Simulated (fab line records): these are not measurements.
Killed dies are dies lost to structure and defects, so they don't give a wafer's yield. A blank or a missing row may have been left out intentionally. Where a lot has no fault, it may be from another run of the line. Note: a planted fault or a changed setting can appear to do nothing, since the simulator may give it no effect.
Matching of chambers || flow n5_finfet || N5_BEOL_M7_STRIP_67 on rie_diel-05: 4 sister chambers
The step strips in CF4. 4 wafers are shown with their chamber, then 8 later ones without.

## WAFERS, EACH WITH ITS CHAMBER
{"wafer": "L089.1", "chamber": 3, "drypump_motor_current_A (A)": 5.8}
{"wafer": "L089.2", "chamber": 2, "drypump_motor_current_A (A)": 5.3}
{"wafer": "L091.5", "chamber": 0, "drypump_motor_current_A (A)": 5.8}
{"wafer": "L093.1", "chamber": 1, "drypump_motor_current_A (A)": 5.6}

## WAFERS WITH NO CHAMBER GIVEN
{"wafer": "L093.4", "drypump_motor_current_A (A)": 5.8}
{"wafer": "L093.5", "drypump_motor_current_A (A)": 5.2}
{"wafer": "L096.2", "drypump_motor_current_A (A)": 5.8}
{"wafer": "L096.3", "drypump_motor_current_A (A)": 5.8}
{"wafer": "L096.6", "drypump_motor_current_A (A)": 5.8}
{"wafer": "L097.1", "drypump_motor_current_A (A)": 5.3}
{"wafer": "L097.5", "drypump_motor_current_A (A)": 5.8}
{"wafer": "L097.6", "drypump_motor_current_A (A)": 5.3}

## EACH ONE'S CHAMBER
{"wafer": "L093.4", "from the rows above": "can't be placed: 0 or 3", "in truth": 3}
{"wafer": "L093.5", "from the rows above": 2, "in truth": 2}
{"wafer": "L096.2", "from the rows above": "can't be placed: 0 or 3", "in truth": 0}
{"wafer": "L096.3", "from the rows above": "can't be placed: 0 or 3", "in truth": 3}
{"wafer": "L096.6", "from the rows above": "can't be placed: 0 or 3", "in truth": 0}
{"wafer": "L097.1", "from the rows above": 2, "in truth": 2}
{"wafer": "L097.5", "from the rows above": "can't be placed: 0 or 3", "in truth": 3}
{"wafer": "L097.6", "from the rows above": 2, "in truth": 2}
Correct placement for 3 of the 8. These rows do not allow placing 5 (true chamber among the candidates in 5). 0 placed wrongly.
How it was worked out, from the rows above alone: a wafer's distance from a chamber is the root of the sum, over the readings, of the square of ((its reading less the chamber's mean) divided by the reading's scatter). The wafer belongs to the nearest chamber; if the next one is less than 2 further off, it can't be placed. For every chamber, the mean is computed from those of its wafers that are shown. The scatter (one wafer shown for each chamber): square how far every hidden wafer sits from the nearest shown wafer, average those squares and take the square root.
